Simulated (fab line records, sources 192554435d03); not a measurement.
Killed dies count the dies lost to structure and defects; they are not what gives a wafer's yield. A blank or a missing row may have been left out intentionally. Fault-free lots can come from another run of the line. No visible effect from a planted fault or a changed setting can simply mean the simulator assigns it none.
fab line records | flow n5-finfet | part 2 of 2: steps 5 to 6 of 6
[record] lots = 24 | wafers = 72 | last-day = 17
route steps=1938 shown BEOL_M11@1570 BEOL_M12@1616
lots untouched by any fault: they come from a run of this same line in which no faults occurred
start-h: hours from the record's opening day to when the first of the lot's shown wafers began | wait-h: time in hours since the lot's previous step | " same as the row above | L1.1+2: a single row standing in for several wafers | - value missing, or start not given | * or withheld: withheld | < > ~ a bound
route shown NAME@n: a module of which the file shows steps, and the number in the route of the first | usual: average and standard deviation across the fault-free wafers | same: alike in all rows | chamber/n: place in a boat | sites: readings site by site | _std_site: the values' standard deviation | _edge_site: mean of outer sites minus mean of inner sites | radius-mm: for every site, how far away it sits from the centre of the wafer | mask NAME#n: copy n | behind: the last tool/chamber to shape the wafer | hold: why the lot was held/for how many hours/how that ended | device: which transistor (n, p or np) failed to switch | end of line: the route-end tests of the same wafers | where a step has no rows: the recipe by itself | killed: dies that structure and defects cost at the first sort, which is not the same as the wafer's yield | map: per-die view of a wafer (x killed, . not killed, _ where there is no die)
set.NAME: the setting the step ran with; set.NAME@STEP: the setting that earlier step ran with | model.NAME: the simulator's own value behind a step, which no gauge read
one table for each step of the route and one row for each wafer, over a sample of lots
services: from which hour (start-h, from the record's first day; less than 0 if before it) a tool's chamber was out of use, for how many hours, and why
[[steps]]
[step N5_BEOL_M12_STRIP_63]
[recipe] chemistry = N2/H2 | power-w = 1000 | temp-c = 250 | h2-frac = 0.65 | overash-fraction = 0.3 | pressure-mtorr = 1000 | n2-flow-sccm = 1750 | h2-flow-sccm = 3250
[usual] drypump-motor-current-A = 6.2/0.44 | heater-power-w = 352/26 | oes-product-au = 0.693/0.0039 | strip-time-to-endpoint-s = 42.0/0.8
lot.wafer | tool            | chamber | start-h | wait-h | drypump-motor-current-A | heater-power-w | oes-product-au | rf-hours-counter-h | strip-time-to-endpoint-s
L074.2    | plasma-asher-02 | 0       | 220.20  | -      | 6.3                     | 343            | 0.696          | 128                | 41.9
L074.3    | "               | 0       | "       | "      | 6.2                     | 319            | 0.688          | -                  | 42.9
L074.4    | "               | 1       | "       | "      | 5.4                     | 324            | 0.686          | -                  | 40.9
L076.2    | plasma-asher-01 | 0       | 225.84  | -      | 6.3                     | 390            | 0.689          | 63                 | 43.1
L076.5    | "               | 1       | "       | "      | 6.6                     | 345            | 0.691          | -                  | 42.9
L076.6    | "               | 0       | "       | "      | 6.3                     | 391            | 0.696          | -                  | 42.2
L075.3    | plasma-asher-01 | 0       | 226.29  | -      | 6.3                     | 388            | 0.692          | -                  | 42.3
L075.5    | "               | 1       | "       | "      | 6.6                     | 343            | 0.691          | -                  | 40.9
L075.6    | "               | 0       | "       | "      | 6.3                     | 389            | 0.694          | -                  | 41.4
L077.2    | plasma-asher-01 | 0       | 240.40  | -      | 6.3                     | 394            | 0.691          | 65                 | 43.7
L077.5    | "               | 1       | "       | "      | 6.6                     | 337            | 0.689          | -                  | 42.5
L077.6    | "               | 0       | "       | "      | 6.3                     | 384            | 0.694          | -                  | 40.4
L080.1    | plasma-asher-02 | 1       | 247.90  | -      | 5.4                     | 332            | 0.695          | 134                | 41.2
L080.4    | "               | 0       | "       | "      | 6.3                     | 324            | 0.697          | -                  | 42.0
L080.5    | "               | 0       | "       | "      | 6.3                     | 345            | 0.693          | -                  | 41.7
L079.3    | plasma-asher-02 | 0       | 251.49  | -      | 6.3                     | 337            | 0.691          | -                  | 42.1
L079.5    | "               | 1       | "       | "      | 5.4                     | 333            | 0.697          | -                  | 41.5
L079.6    | "               | 0       | "       | "      | 6.3                     | 337            | 0.694          | -                  | 42.7
L078.1    | plasma-asher-02 | 0       | 252.37  | -      | 6.3                     | 331            | 0.695          | 136                | 42.4
L078.3    | "               | 1       | "       | "      | 5.4                     | 320            | 0.697          | -                  | 41.7
L078.6    | "               | 0       | "       | "      | 6.3                     | 322            | 0.697          | -                  | 42.4
L081.2    | plasma-asher-02 | 1       | 262.91  | -      | 5.4                     | 324            | 0.698          | 138                | 41.3
L081.4    | "               | 0       | "       | "      | 6.3                     | 340            | 0.699          | -                  | 41.4
L081.6    | "               | 1       | "       | "      | 5.4                     | 321            | 0.696          | -                  | 42.6
L083.4    | plasma-asher-02 | 0       | 268.88  | -      | 6.3                     | 330            | 0.698          | -                  | 42.1
L083.5    | "               | 1       | "       | "      | 5.4                     | 314            | 0.690          | -                  | 41.1
L083.6    | "               | 0       | "       | "      | 6.3                     | 330            | 0.692          | -                  | 40.4
L082.1    | plasma-asher-02 | 0       | 272.49  | -      | 6.3                     | 335            | 0.696          | 140                | 41.8
L082.2    | "               | 1       | "       | "      | 5.4                     | 324            | 0.691          | 140                | 42.2
L082.4    | "               | 1       | "       | "      | 5.4                     | 335            | 0.690          | -                  | 41.2
L084.3    | plasma-asher-02 | 0       | 272.63  | -      | 6.3                     | 332            | 0.692          | -                  | 42.5
L084.4    | "               | 1       | "       | "      | 5.4                     | 323            | 0.690          | -                  | 39.7
L084.5    | "               | 1       | "       | "      | 5.4                     | 327            | 0.695          | -                  | 42.1
L085.2    | plasma-asher-02 | 1       | 282.52  | -      | 5.4                     | 325            | 0.694          | 141                | 41.2
L085.3    | "               | 1       | "       | "      | 5.4                     | 324            | 0.695          | -                  | 42.8
L085.6    | "               | 1       | "       | "      | 5.4                     | 323            | 0.694          | -                  | 40.9
L086.1    | plasma-asher-01 | 1       | 290.18  | -      | 6.6                     | 347            | 0.697          | 76                 | 43.1
L086.2    | "               | 0       | "       | "      | 6.3                     | 381            | 0.698          | 76                 | 42.6
L086.4    | "               | 0       | "       | "      | 6.3                     | 396            | 0.686          | -                  | 41.8
L087.2    | plasma-asher-01 | 1       | 294.31  | -      | 6.6                     | 344            | 0.690          | 76                 | 42.3
L087.3    | "               | 1       | "       | "      | 6.6                     | 353            | 0.693          | -                  | 41.6
L087.6    | "               | 1       | "       | "      | 6.6                     | 353            | 0.692          | -                  | 41.9
L088.1    | plasma-asher-01 | 1       | 304.15  | -      | 6.6                     | 344            | 0.692          | 78                 | 43.0
L088.2    | "               | 0       | "       | "      | 6.3                     | 392            | 0.691          | 78                 | 43.0
L088.4    | "               | 0       | "       | "      | 6.3                     | 382            | 0.697          | -                  | 42.5
L090.1    | plasma-asher-01 | 0       | 305.07  | -      | 6.3                     | 393            | 0.694          | 78                 | 43.1
L090.4    | "               | 0       | "       | "      | 6.3                     | 392            | 0.701          | -                  | 43.0
L090.6    | "               | 1       | "       | "      | 6.6                     | 343            | 0.683          | -                  | 40.5
L091.1    | plasma-asher-01 | 0       | 311.67  | -      | 6.3                     | 389            | 0.696          | 80                 | 41.3
L091.3    | "               | 1       | "       | "      | 6.6                     | 347            | 0.688          | -                  | 42.9
L091.4    | "               | 0       | "       | "      | 6.3                     | 385            | 0.697          | -                  | 41.4
L089.1    | plasma-asher-01 | 1       | 312.45  | -      | 6.6                     | 342            | 0.693          | 80                 | 43.1
L089.4    | "               | 0       | "       | "      | 6.3                     | 386            | 0.695          | -                  | 42.7
L089.6    | "               | 0       | "       | "      | 6.3                     | 399            | 0.686          | -                  | 41.2
L092.2    | plasma-asher-02 | 0       | 317.36  | -      | 6.2                     | 344            | 0.688          | 148                | 43.1
L092.4    | "               | 1       | "       | "      | 5.3                     | 319            | 0.699          | -                  | 42.1
L092.6    | "               | 1       | "       | "      | 5.3                     | 326            | 0.694          | -                  | 42.0
L093.1    | plasma-asher-01 | 0       | 324.39  | -      | 6.3                     | 390            | 0.692          | 82                 | 41.5
L093.5    | "               | 1       | "       | "      | 6.6                     | 351            | 0.696          | -                  | 41.9
L093.6    | "               | 0       | "       | "      | 6.3                     | 386            | 0.695          | -                  | 42.1
L094.2    | plasma-asher-01 | 0       | 326.56  | -      | 6.3                     | 390            | 0.698          | 83                 | 42.8
L094.3    | "               | 0       | "       | "      | 6.3                     | 387            | 0.694          | -                  | 42.2
L094.5    | "               | 1       | "       | "      | 6.6                     | 341            | 0.692          | -                  | 42.4
L095.1    | plasma-asher-01 | 0       | 333.58  | -      | 6.3                     | 382            | 0.688          | 84                 | 43.2
L095.2    | "               | 1       | "       | "      | 6.6                     | 352            | 0.695          | 84                 | 41.8
L095.4    | "               | 1       | "       | "      | 6.6                     | 341            | 0.693          | -                  | 41.9
L096.2    | plasma-asher-01 | 0       | 351.22  | -      | 6.3                     | 395            | 0.689          | 87                 | 42.1
L096.3    | "               | 0       | "       | "      | 6.3                     | 392            | 0.685          | -                  | 40.5
L096.4    | "               | 1       | "       | "      | 6.6                     | 352            | 0.689          | -                  | 40.8
L097.2    | plasma-asher-01 | 0       | 362.26  | -      | 6.3                     | 391            | 0.688          | 90                 | 42.5
L097.3    | "               | 1       | "       | "      | 6.6                     | 348            | 0.695          | -                  | 42.3
L097.6    | "               | 1       | "       | "      | 6.6                     | 343            | 0.693          | -                  | 42.5
[step N5_BEOL_M12_ETCH_38]
[recipe] chemistry = CF4/N2 | target = SiCN | target-depth-a = 687 | taper-deg = 2 | time-s = 73.4 | ion-energy-ev = 150 | mask-material = SiO2 | pressure-mtorr = 40 | source-w = 430 | bias-w = 70 | Ar_flow_sccm = 100 | cf4-flow-sccm = 60 | n2-flow-sccm = 60
[usual] drypump-motor-current-A = 5.7/0.38 | oes-product-au = 0.80/0.096 | rf-vpp-V = 382.4/1.9 | showerhead-plenum-p-Torr = 2.22/0.07 | throttle-valve-pct = 15.54/0.2
[same] time-s = 73.4
lot.wafer | tool        | chamber | start-h | wait-h | drypump-motor-current-A | oes-product-au | rf-hours-counter-h | rf-vpp-V | showerhead-plenum-p-Torr | throttle-valve-pct
L074.2    | rie-diel-02 | 1       | 222.00  | -      | 5.5                     | 0.71           | 215                | 384.6    | 2.28                     | 15.80
L074.3    | "           | 0       | "       | "      | 5.3                     | 0.85           | 60                 | 383.5    | 2.25                     | 15.65
L074.4    | "           | 3       | "       | "      | 5.8                     | 0.84           | 71                 | 386.4    | 2.31                     | 15.31
L076.2    | rie-diel-02 | 0       | 227.73  | -      | 5.3                     | 0.84           | 62                 | 382.0    | 2.25                     | 15.64
L076.5    | "           | 3       | "       | "      | 5.8                     | 0.82           | -                  | 384.8    | 2.31                     | 15.31
L076.6    | "           | 0       | "       | "      | 5.3                     | 0.85           | -                  | 381.7    | 2.25                     | 15.64
L075.3    | rie-diel-02 | 0       | 228.65  | -      | 5.3                     | 0.84           | 63                 | 383.7    | 2.25                     | 15.63
L075.5    | "           | 3       | "       | "      | 5.8                     | 0.83           | -                  | 384.8    | 2.31                     | 15.31
L075.6    | "           | 2       | "       | "      | 5.0                     | 0.70           | -                  | 381.5    | 2.19                     | 15.62
L077.2    | rie-diel-04 | 0       | 244.41  | -      | 6.1                     | 0.75           | 128                | 381.9    | 2.13                     | 15.48
L077.5    | "           | 1       | "       | "      | 5.4                     | 0.87           | -                  | 383.4    | 2.22                     | 15.45
L077.6    | "           | 2       | "       | "      | 6.4                     | 0.70           | -                  | 379.9    | 2.10                     | 15.51
L080.1    | rie-diel-04 | 2       | 249.23  | -      | 6.3                     | 0.70           | 211                | 379.4    | 2.10                     | 15.51
L080.4    | "           | 3       | "       | "      | 5.7                     | 0.70           | 225                | 382.6    | 2.19                     | 15.83
L080.5    | "           | 0       | "       | "      | 6.1                     | 0.75           | -                  | 379.7    | 2.13                     | 15.47
L079.3    | rie-diel-06 | 0       | 252.75  | -      | 6.0                     | 0.98           | 13                 | 383.8    | 2.23                     | 15.10
L079.5    | "           | 0       | "       | "      | 6.0                     | 1.00           | -                  | 382.2    | 2.23                     | 15.11
L079.6    | "           | 2       | "       | "      | 5.3                     | 0.71           | -                  | 379.7    | 2.10                     | 15.79
L078.1    | rie-diel-02 | 1       | 257.73  | -      | 5.6                     | 0.71           | 229                | 383.2    | 2.28                     | 15.83
L078.3    | "           | 2       | "       | "      | 5.0                     | 0.70           | 228                | 381.2    | 2.19                     | 15.66
L078.6    | "           | 2       | "       | "      | 5.0                     | 0.70           | -                  | 381.7    | 2.19                     | 15.66
L081.2    | rie-diel-02 | 0       | 265.28  | -      | 5.3                     | 0.83           | 75                 | 382.5    | 2.24                     | 15.66
L081.4    | "           | 1       | "       | "      | 5.5                     | 0.70           | 232                | 384.3    | 2.27                     | 15.83
L081.6    | "           | 2       | "       | "      | 5.0                     | 0.70           | -                  | 381.9    | 2.19                     | 15.67
L083.4    | rie-diel-04 | 1       | 271.88  | -      | 5.4                     | 0.85           | 90                 | 383.1    | 2.21                     | 15.45
L083.5    | "           | 3       | "       | "      | 5.7                     | 0.69           | -                  | 381.3    | 2.19                     | 15.88
L083.6    | "           | 2       | "       | "      | 6.3                     | 0.69           | -                  | 378.9    | 2.10                     | 15.52
L082.1    | rie-diel-02 | 0       | 274.14  | -      | 5.3                     | 0.82           | 79                 | 383.0    | 2.24                     | 15.69
L082.2    | "           | 1       | "       | "      | 5.6                     | 0.69           | 235                | 384.6    | 2.27                     | 15.86
L082.4    | "           | 3       | "       | "      | 5.7                     | 0.81           | -                  | 383.6    | 2.30                     | 15.35
L084.3    | rie-diel-02 | 0       | 274.24  | -      | 5.3                     | 0.83           | 79                 | 383.5    | 2.24                     | 15.69
L084.4    | "           | 3       | "       | "      | 5.8                     | 0.80           | -                  | 385.6    | 2.31                     | 15.36
L084.5    | "           | 1       | "       | "      | 5.5                     | 0.69           | -                  | 384.0    | 2.27                     | 15.84
L085.2    | rie-diel-02 | 3       | 284.03  | -      | 5.7                     | 0.80           | 96                 | 385.3    | 2.30                     | 15.35
L085.3    | "           | 2       | "       | "      | 5.0                     | 0.68           | 234                | 381.7    | 2.19                     | 15.68
L085.6    | "           | 0       | "       | "      | 5.3                     | 0.82           | -                  | 382.0    | 2.24                     | 15.68
L086.1    | rie-diel-04 | 3       | 292.37  | -      | 5.7                     | 0.69           | 241                | 383.9    | 2.19                     | 15.89
L086.2    | "           | 0       | "       | "      | 6.2                     | 0.74           | 147                | 379.1    | 2.12                     | 15.52
L086.4    | "           | 1       | "       | "      | 5.4                     | 0.85           | 98                 | 382.4    | 2.21                     | 15.45
L087.2    | rie-diel-06 | 1       | 295.85  | -      | 6.1                     | 0.93           | 16                 | 383.1    | 2.26                     | 15.36
L087.3    | "           | 3       | "       | "      | 5.9                     | 0.89           | 25                 | 380.4    | 2.16                     | 15.62
L087.6    | "           | 3       | "       | "      | 6.0                     | 0.88           | -                  | 380.9    | 2.16                     | 15.63
L088.1    | rie-diel-06 | 3       | 306.19  | -      | 5.9                     | 0.89           | 30                 | 381.2    | 2.16                     | 15.65
L088.2    | "           | 0       | "       | "      | 6.0                     | 0.94           | 34                 | 381.7    | 2.22                     | 15.16
L088.4    | "           | 2       | "       | "      | 5.3                     | 0.98           | 7                  | 385.2    | 2.36                     | 15.31
L090.1    | rie-diel-06 | 2       | 306.39  | -      | 5.3                     | 0.98           | 7                  | 385.6    | 2.36                     | 15.30
L090.4    | "           | 1       | "       | "      | 6.1                     | 0.92           | 20                 | 383.6    | 2.26                     | 15.36
L090.6    | "           | 0       | "       | "      | 6.0                     | 0.94           | -                  | 381.6    | 2.22                     | 15.16
L091.1    | rie-diel-04 | 3       | 313.08  | -      | 5.6                     | 0.68           | 248                | 381.4    | 2.18                     | 15.90
L091.3    | "           | 1       | "       | "      | 5.4                     | 0.83           | 107                | 382.0    | 2.21                     | 15.49
L091.4    | "           | 2       | "       | "      | 6.4                     | 0.69           | 232                | 379.3    | 2.09                     | 15.55
L089.1    | rie-diel-04 | 3       | 314.04  | -      | 5.7                     | 0.69           | 248                | 379.8    | 2.18                     | 15.88
L089.4    | "           | 1       | "       | "      | 5.4                     | 0.83           | 107                | 383.7    | 2.21                     | 15.50
L089.6    | "           | 0       | "       | "      | 6.1                     | 0.72           | -                  | 380.1    | 2.12                     | 15.54
L092.2    | rie-diel-04 | 2       | 320.61  | -      | 6.4                     | 0.68           | 234                | 379.6    | 2.09                     | 15.55
L092.4    | "           | 1       | "       | "      | 5.4                     | 0.83           | 108                | 383.8    | 2.21                     | 15.48
L092.6    | "           | 3       | "       | "      | 5.7                     | 0.68           | -                  | 380.2    | 2.18                     | 15.91
L093.1    | rie-diel-02 | 3       | 325.84  | -      | 5.7                     | 0.79           | 114                | 384.7    | 2.30                     | 15.40
L093.5    | "           | 0       | "       | "      | 5.3                     | 0.80           | -                  | 382.6    | 2.23                     | 15.73
L093.6    | "           | 1       | "       | "      | 5.5                     | 1.01           | -                  | 383.8    | 2.27                     | 15.37
L094.2    | rie-diel-04 | 1       | 328.29  | -      | 5.4                     | 0.82           | 113                | 382.7    | 2.21                     | 15.50
L094.3    | "           | 0       | "       | "      | 6.1                     | 0.73           | 161                | 380.1    | 2.12                     | 15.53
L094.5    | "           | 2       | "       | "      | 6.4                     | 0.68           | -                  | 380.0    | 2.09                     | 15.57
L095.1    | rie-diel-06 | 2       | 352.81  | -      | 5.3                     | 0.93           | 22                 | 386.4    | 2.35                     | 15.34
L095.2    | "           | 1       | "       | "      | 6.1                     | 0.88           | 38                 | 383.4    | 2.25                     | 15.40
L095.4    | "           | 3       | "       | "      | 5.9                     | 0.84           | 45                 | 381.2    | 2.15                     | 15.68
L096.2    | rie-diel-02 | 2       | 353.04  | -      | 5.0                     | 0.97           | 4                  | 382.0    | 2.18                     | 15.21
L096.3    | "           | 1       | "       | "      | 5.6                     | 0.96           | 11                 | 384.3    | 2.26                     | 15.38
L096.4    | "           | 3       | "       | "      | 5.7                     | 0.78           | 124                | 384.3    | 2.29                     | 15.41
L097.2    | rie-diel-06 | 0       | 365.34  | -      | 6.0                     | 0.90           | 56                 | 382.8    | 2.21                     | 15.19
L097.3    | "           | 1       | "       | "      | 6.1                     | 0.87           | 42                 | 382.4    | 2.25                     | 15.41
L097.6    | "           | 3       | "       | "      | 5.9                     | 0.84           | -                  | 381.8    | 2.15                     | 15.70
[[services]]
tool            | chamber | start-h | hours | kind
rie-diel-02     | -       | 192.75  | 0.2   | repair
plasma-asher-01 | -       | 200.40  | 1.0   | repair
rie-diel-04     | 0       | 208.52  | 8.1   | repair
rie-diel-01     | 3       | 211.88  | 14.8  | repair
rie-diel-06     | -       | 224.00  | 4.3   | pm
rie-diel-03     | 3       | 232.01  | 2.0   | repair
rie-diel-02     | 2       | 266.21  | 11.0  | repair
rie-diel-03     | 3       | 266.40  | 4.3   | repair
rie-diel-04     | -       | 279.19  | 1.3   | repair
rie-diel-04     | 2       | 280.55  | 4.1   | repair
pvd-sputter-02  | -       | 284.61  | 5.1   | repair
rie-diel-05     | 3       | 288.80  | 4.2   | repair
rie-diel-03     | 0       | 289.36  | 5.6   | repair
rie-diel-02     | 1       | 308.79  | -     | clean
rie-diel-02     | 1       | 308.79  | -     | consumable-replace:focus-ring
rie-diel-02     | 1       | 308.79  | 16.9  | scheduled-down
rie-diel-02     | 1       | 308.79  | 16.9  | vent-cycle
rie-diel-06     | -       | 319.94  | 0.8   | repair
rie-diel-02     | 2       | 325.73  | -     | clean
rie-diel-02     | 2       | 325.73  | -     | consumable-replace:focus-ring
rie-diel-01     | 1       | 326.54  | 5.2   | repair
rie-diel-03     | 3       | 343.39  | 5.5   | repair
rie-diel-03     | 2       | 358.84  | 8.7   | repair
rie-diel-03     | 1       | 362.26  | 7.0   | repair
